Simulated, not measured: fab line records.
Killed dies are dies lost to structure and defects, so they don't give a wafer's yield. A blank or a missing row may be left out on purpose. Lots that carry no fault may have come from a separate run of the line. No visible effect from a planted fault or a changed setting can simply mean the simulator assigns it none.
Chamber matching | flow n5-finfet | N5_GATE_CUT_PECVD_57 on pecvd-02 has 3 sister chambers
The step deposits SiNx from SiH4/NH3/N2, target thk 21 nm. 6 wafers are shown with their chamber, then 12 later ones without.

WAFERS WITH THEIR CHAMBER
wafer  | chamber | throttle-valve-pct (%) | showerhead-plenum-p-Torr (Torr)
L090.4 | 0       | 38.2                   | 5.16
L091.3 | 2       | 37.4                   | 5.14
L091.5 | 0       | 38.3                   | 5.16
L093.1 | 1       | 40.8                   | 5.11
L093.4 | 1       | 40.9                   | 5.10
L093.5 | 2       | 37.6                   | 5.12

WAFERS WITH NO CHAMBER GIVEN
wafer  | throttle-valve-pct (%) | showerhead-plenum-p-Torr (Torr)
L094.1 | 41.0                   | 5.10
L094.5 | 38.2                   | 5.16
L094.6 | 41.0                   | 5.11
L095.2 | 38.6                   | 5.17
L095.3 | 37.8                   | 5.15
L095.5 | 37.5                   | 5.13
L096.1 | 38.1                   | 5.14
L096.3 | 41.1                   | 5.11
L096.5 | 37.8                   | 5.14
L097.1 | 38.1                   | 5.14
L097.2 | 40.9                   | 5.09
L097.3 | 38.4                   | 5.18

THE CHAMBER EACH PASSED THROUGH
wafer  | from the rows above     | in truth
L094.1 | 1                       | 1
L094.5 | 0                       | 0
L094.6 | 1                       | 1
L095.2 | 0                       | 0
L095.3 | can't be placed: 2 or 0 | 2
L095.5 | 2                       | 2
L096.1 | 0                       | 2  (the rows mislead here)
L096.3 | 1                       | 1
L096.5 | can't be placed: 2 or 0 | 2
L097.1 | 0                       | 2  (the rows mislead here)
L097.2 | 1                       | 1
L097.3 | 0                       | 0
Correct placement for 8 of the 12. From these rows, 2 cannot be placed; in 2 the true chamber is one of the candidates. Placed wrongly: 2.
How it was worked out, from the rows above alone: a wafer's distance from a chamber is the root of the sum, over the readings, of the square of ((its reading less the chamber's mean) divided by the reading's scatter). The wafer belongs to the nearest chamber; if the next one is less than 2 further off, it can't be placed. For every chamber, the mean is computed from those of its wafers that are shown. The scatter is the square root of a quotient: the sum, over the shown wafers, of each reading's squared deviation from its chamber's mean, divided by wafers minus chambers.
